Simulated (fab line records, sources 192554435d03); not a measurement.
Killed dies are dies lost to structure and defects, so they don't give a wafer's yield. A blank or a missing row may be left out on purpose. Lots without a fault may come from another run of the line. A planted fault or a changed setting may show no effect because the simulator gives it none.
Which tool did it? | flow n5_finfet | 13 lots, 39 wafers sampled, at 6 steps of a route of 1938

WHAT THE GAUGES READ, wafer by wafer
N5_GATE_CUT_CD_MEAS_13: target cd 20 nm.
lot  | measured    | on        | cd_nm (nm)
L374 | day 4 15:34 | cd_sem-03 | 19.34 20.06 20.06
L375 | day 4 20:36 | cd_sem-03 | 20.24 20.30 20.28
L376 | day 5 04:32 | cd_sem-02 | 20.94 20.22 20.37
L377 | day 5 11:40 | cd_sem-01 | 19.87 20.04 19.99
L378 | day 5 15:01 | cd_sem-01 | 26.33 26.31 26.42
L379 | day 5 18:51 | cd_sem-02 | 24.88 25.30 25.23
L380 | day 5 22:49 | cd_sem-02 | 20.02 19.87 19.85
L381 | day 6 08:59 | cd_sem-01 | 19.38 19.70 19.89
L388 | day 8 02:16 | cd_sem-03 | 19.92 20.04 20.09
L391 | day 8 17:17 | cd_sem-02 | 19.86 19.86 19.91
L392 | day 9 05:04 | cd_sem-01 | 20.03 19.68 19.49
L393 | day 9 07:55 | cd_sem-03 | 20.09 20.20 20.22
L394 | day 9 14:12 | cd_sem-02 | 19.53 19.72 19.69

N5_GATE_CUT_INSPECT_15: inspects for defects (brightfield).
lot  | measured    | on                | raw_defect_count
L374 | day 4 15:39 | defect_inspect-02 | 74 89 106
L375 | day 4 20:41 | defect_inspect-02 | 72 150 196
L376 | day 5 04:37 | defect_inspect-01 | 109 119 103
L377 | day 5 11:45 | defect_inspect-01 | 82 117 103
L378 | day 5 15:06 | defect_inspect-01 | 91 92 89
L379 | day 5 18:56 | defect_inspect-01 | 167 84 165
L380 | day 5 22:54 | defect_inspect-01 | 191 93 217
L381 | day 6 09:05 | defect_inspect-02 | 75 137 132
L388 | day 8 02:21 | defect_inspect-02 | 72 50 97
L391 | day 8 17:22 | defect_inspect-02 | 84 72 82
L392 | day 9 05:08 | defect_inspect-02 | 81 67 84
L393 | day 9 08:00 | defect_inspect-02 | 121 156 94
L394 | day 9 14:17 | defect_inspect-02 | 114 99 54

N5_BEOL_M4_RC_MEAS_101.
lot  | measured     | on        | DIBL_N (mV/V)  | DIBL_P (mV/V)  | IOFF_N (nA/um) | IOFF_P (nA/um) | ION_N (uA/um) | ION_P (uA/um) | SS_N (mV/dec)  | SS_P (mV/dec)  | VT_N (mV)   | VT_P (mV)
L374 | day 7 17:26  | prober-02 | 39.2 33.8 36.4 | 38.6 32.0 34.3 | 0.21 0.11 0.15 | 0.27 0.17 0.18 | 693 647 690   | 473 453 470   | 71.8 70.6 71.7 | 73.5 72.3 72.8 | 244 255 250 | -246 -253 -251
L375 | day 8 09:23  | prober-02 | 39.1 42.8 39.8 | 41.0 44.9 39.7 | 0.19 0.27 0.20 | 0.25 0.32 0.21 | 673 691 665   | 457 466 449   | 72.4 72.8 72.5 | 73.9 75.0 73.8 | 251 246 248 | -250 -248 -252
L376 | day 8 06:40  | prober-01 | 35.9 36.8 33.4 | 36.2 37.7 33.5 | 0.15 0.17 0.12 | 0.18 0.21 0.15 | 662 678 659   | 449 462 454   | 71.2 71.3 70.8 | 73.6 73.8 73.1 | 251 250 251 | -252 -249 -253
L377 | day 8 11:45  | prober-01 | 34.5 36.0 32.3 | 33.9 36.7 32.2 | 0.12 0.16 0.10 | 0.16 0.21 0.14 | 665 681 654   | 454 467 457   | 71.7 72.5 70.5 | 72.6 72.8 71.8 | 255 247 256 | -255 -249 -255
L380 | day 9 11:25  | prober-01 | 36.3 33.8 38.1 | 35.4 32.8 38.9 | 0.17 0.13 0.24 | 0.21 0.16 0.27 | 660 655 694   | 449 454 462   | 72.2 71.0 71.6 | 73.8 72.8 74.5 | 251 255 244 | -250 -252 -245
L381 | day 9 08:49  | prober-01 | 39.1 37.8 33.6 | 39.1 37.3 33.6 | 0.22 0.18 0.12 | 0.26 0.23 0.18 | 677 688 665   | 466 466 458   | 72.4 71.4 70.8 | 74.1 74.0 73.1 | 244 250 250 | -248 -249 -251
L388 | day 11 03:53 | prober-01 | 36.4 39.1 36.8 | 34.2 36.0 34.2 | 0.14 0.18 0.14 | 0.20 0.22 0.22 | 664 668 670   | 454 456 467   | 70.9 71.5 71.6 | 73.3 73.7 73.4 | 250 246 252 | -251 -249 -248
L391 | day 12 07:19 | prober-02 | 37.8 38.4 37.0 | 36.1 36.1 35.6 | 0.15 0.17 0.15 | 0.22 0.22 0.22 | 676 679 685   | 467 465 476   | 72.1 72.0 71.7 | 73.2 73.1 73.2 | 249 250 249 | -249 -248 -250
L392 | day 13 02:29 | prober-01 | 37.0 35.0 35.4 | 39.0 34.6 36.6 | 0.17 0.12 0.13 | 0.27 0.20 0.22 | 674 654 661   | 469 461 467   | 71.6 71.4 71.2 | 73.9 72.7 73.8 | 252 254 253 | -246 -250 -247
L393 | day 12 15:27 | prober-02 | 39.0 34.5 33.6 | 40.1 34.5 33.7 | 0.21 0.12 0.11 | 0.25 0.16 0.15 | 684 657 654   | 464 454 450   | 72.2 71.0 71.1 | 73.8 72.7 72.6 | 248 255 255 | -249 -255 -254
L394 | day 13 09:29 | prober-02 | 35.5 34.2 37.4 | 35.2 34.1 36.8 | 0.15 0.12 0.19 | 0.21 0.18 0.22 | 669 669 668   | 460 459 456   | 72.0 71.5 73.1 | 72.5 72.3 73.3 | 250 255 247 | -250 -251 -249

WHICH TOOL RAN EACH LOT (tool, then ch and the chambers of the sampled wafers, then the start)
lot  | N5_GATE_CUT_ETCHBACK_30          | N5_GATE_CUT_VAPOR_ETCH_60        | N5_GATE_CUT_EXPOSE_10
L374 | rie_metal-03 ch 0,1, day 4 11:53 | rie_metal-03 ch 0,1, day 4 11:55 | euv_scanner-02 ch 0, day 4 15:26
L375 | rie_metal-02 ch 0,1, day 4 13:29 | rie_metal-02 ch 0,1, day 4 13:31 | euv_scanner-02 ch 0, day 4 20:29
L376 | rie_metal-01 ch 0,1, day 5 00:38 | rie_metal-01 ch 0,1, day 5 00:40 | euv_scanner-02 ch 0, day 5 04:23
L377 | rie_metal-02 ch 0,1, day 5 08:14 | rie_metal-02 ch 0,1, day 5 08:16 | euv_scanner-02 ch 0, day 5 11:32
L378 | rie_metal-01 ch 0,1, day 5 11:40 | rie_metal-01 ch 0,1, day 5 11:42 | euv_scanner-02 ch 0, day 5 14:53
L379 | rie_metal-01 ch 0,1, day 5 15:31 | rie_metal-01 ch 0,1, day 5 15:32 | euv_scanner-02 ch 0, day 5 18:43
L380 | rie_metal-03 ch 0,1, day 5 19:22 | rie_metal-03 ch 0,1, day 5 19:23 | euv_scanner-01 ch 0, day 5 22:41
L381 | rie_metal-01 ch 0,1, day 6 05:18 | rie_metal-01 ch 0,1, day 6 05:20 | euv_scanner-01 ch 0, day 6 08:52
L388 | rie_metal-03 ch 1, day 7 22:50   | rie_metal-03 ch 1, day 7 22:54   | euv_scanner-01 ch 0, day 8 02:08
L391 | rie_metal-01 ch 0,1, day 8 12:34 | rie_metal-01 ch 0,1, day 8 12:36 | euv_scanner-01 ch 0, day 8 17:10
L392 | rie_metal-02 ch 0,1, day 9 01:38 | rie_metal-02 ch 0,1, day 9 01:40 | euv_scanner-01 ch 0, day 9 04:56
L393 | rie_metal-01 ch 0,1, day 9 04:24 | rie_metal-01 ch 0,1, day 9 04:26 | euv_scanner-01 ch 0, day 9 07:47
L394 | rie_metal-02 ch 0,1, day 9 09:39 | rie_metal-02 ch 0,1, day 9 09:41 | euv_scanner-01 ch 0, day 9 14:04
- N5_GATE_CUT_ETCHBACK_30: etches TiN in Cl2/Ar, target depth 3 nm.
- N5_GATE_CUT_VAPOR_ETCH_60: etches HfO2 in BCl3/Cl2.
- N5_GATE_CUT_EXPOSE_10: exposes mask GATE CUT, target cd 20 nm.

WHAT THE TOOLS THEMSELVES READ (means of the sampled wafers that have a number; where no wafer has one, the mark that the record gives instead)
N5_GATE_CUT_ETCHBACK_30.
lot  | tool         | bias_w (W) | drypump_motor_current_A (A) | oes_ar_750_au (a.u.) | oes_product_au (a.u.) | throttle_valve_pct (%)
L374 | rie_metal-03 | 60.03      | 5.6                         | 0.69                 | 0.69                  | 20.99
L375 | rie_metal-02 | 60.01      | 5.4                         | 0.62                 | 0.61                  | 21.16
L376 | rie_metal-01 | 60.11      | 5.9                         | 0.71                 | 0.71                  | 20.97
L377 | rie_metal-02 | 60.08      | 5.3                         | 0.62                 | 0.62                  | 21.17
L378 | rie_metal-01 | 59.94      | 5.9                         | 0.71                 | 0.71                  | 20.97
L379 | rie_metal-01 | 59.97      | 6.0                         | 0.71                 | 0.73                  | 21.07
L380 | rie_metal-03 | 60.06      | 6.0                         | 0.67                 | 0.67                  | 20.96
L381 | rie_metal-01 | 59.99      | 5.9                         | 0.70                 | 0.71                  | 20.97
L388 | rie_metal-03 | 59.74      | 5.1                         | 0.68                 | 0.69                  | 21.07
L391 | rie_metal-01 | 60.03      | 6.0                         | 0.70                 | 0.71                  | 21.09
L392 | rie_metal-02 | 59.94      | 5.3                         | 0.74                 | 0.74                  | 21.14
L393 | rie_metal-01 | 59.83      | 5.9                         | 0.69                 | 0.69                  | 20.99
L394 | rie_metal-02 | 60.06      | 5.6                         | 0.83                 | 0.82                  | 21.05

N5_GATE_CUT_VAPOR_ETCH_60.
lot  | tool         | drypump_motor_current_A (A) | oes_product_au (a.u.)
L374 | rie_metal-03 | 5.6                         | 0.70
L375 | rie_metal-02 | 5.4                         | 0.61
L376 | rie_metal-01 | 5.9                         | 0.71
L377 | rie_metal-02 | 5.3                         | 0.62
L378 | rie_metal-01 | 5.9                         | 0.70
L379 | rie_metal-01 | 6.0                         | 0.72
L380 | rie_metal-03 | 6.0                         | 0.68
L381 | rie_metal-01 | 5.9                         | 0.70
L388 | rie_metal-03 | 5.2                         | 0.70
L391 | rie_metal-01 | 6.0                         | 0.70
L392 | rie_metal-02 | 5.3                         | 0.72
L393 | rie_metal-01 | 5.9                         | 0.68
L394 | rie_metal-02 | 5.6                         | 0.83

N5_GATE_CUT_EXPOSE_10.
lot  | tool           | exposure_dose_mJ_cm2 | reticle_temp_C (C) | stage_msd_nm (nm)
L374 | euv_scanner-02 | 43.21                | 22.95              | 0.859
L375 | euv_scanner-02 | 43.20                | 23.04              | 0.857
L376 | euv_scanner-02 | 43.12                | 22.98              | 0.856
L377 | euv_scanner-02 | 43.18                | 22.81              | 0.856
L378 | euv_scanner-02 | 59.34                | 23.08              | 0.857
L379 | euv_scanner-02 | 56.13                | 23.08              | 0.853
L380 | euv_scanner-01 | 43.26                | 22.91              | 0.795
L381 | euv_scanner-01 | 43.29                | 22.92              | 0.796
L388 | euv_scanner-01 | 43.28                | 22.89              | 0.797
L391 | euv_scanner-01 | 43.18                | 23.09              | 0.795
L392 | euv_scanner-01 | 43.25                | 23.07              | 0.798
L393 | euv_scanner-01 | 43.23                | 22.90              | 0.798
L394 | euv_scanner-01 | 43.27                | 22.91              | 0.800

THE ANSWER, worked out from the rows above alone
Rule: what is usual is taken from the lots themselves. Put in order of their means at a reading, lots are off if they are a third of the lots or fewer, leave a main group of 4 or more, and stand apart from it by a gap of 3 or more times the standard deviation of the main group's means; of several such gaps the widest counts. A main group whose means are all the same, to the digits that the tables above print for the reading, isn't used. A lot without any number at a reading at which 4 lots or more have one is off too. The other lots that the step has rows for count as sound. The gauges are gone through in route order, then the tools' own readings, and for those a lot's mean is taken as printed above. The first step at which some lot is off is used, and at that step the reading that is off furthest; a lot without a number counts as furthest.
Off: L378, L379, at N5_GATE_CUT_CD_MEAS_13 (cd_nm). The main group: mean 19.96 nm, standard deviation 0.26.
A tool fits if, at a process step before that reading, it ran every lot that is off, and no sound lot after the first of them. The gauges at N5_GATE_CUT_CD_MEAS_13 aren't tried: what is off there is off at N5_GATE_CUT_EXPOSE_10 too, on other tools, and a gauge's error can't cause that. One fits: euv_scanner-02 at N5_GATE_CUT_EXPOSE_10. Its last sound lot is L377 (day 5 11:32), its first lot that is off L378 (day 5 14:53): a fault that began between those two fits.
The tool's own readings at N5_GATE_CUT_EXPOSE_10 bear it out: on the lots that are off they differ by more than 5 times the standard deviation of the sound lots' means. exposure_dose_mJ_cm2 reads 57.73 there against 43.22 on the sound lots.

WHAT THE SIMULATOR HAD PUT IN
Process parameter drift: euv_scanner-02, from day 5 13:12 on, at N5_GATE_CUT_EXPOSE_10. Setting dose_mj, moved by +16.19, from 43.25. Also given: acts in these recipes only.
Lots struck among those shown: L378, L379. The rule above found the same.
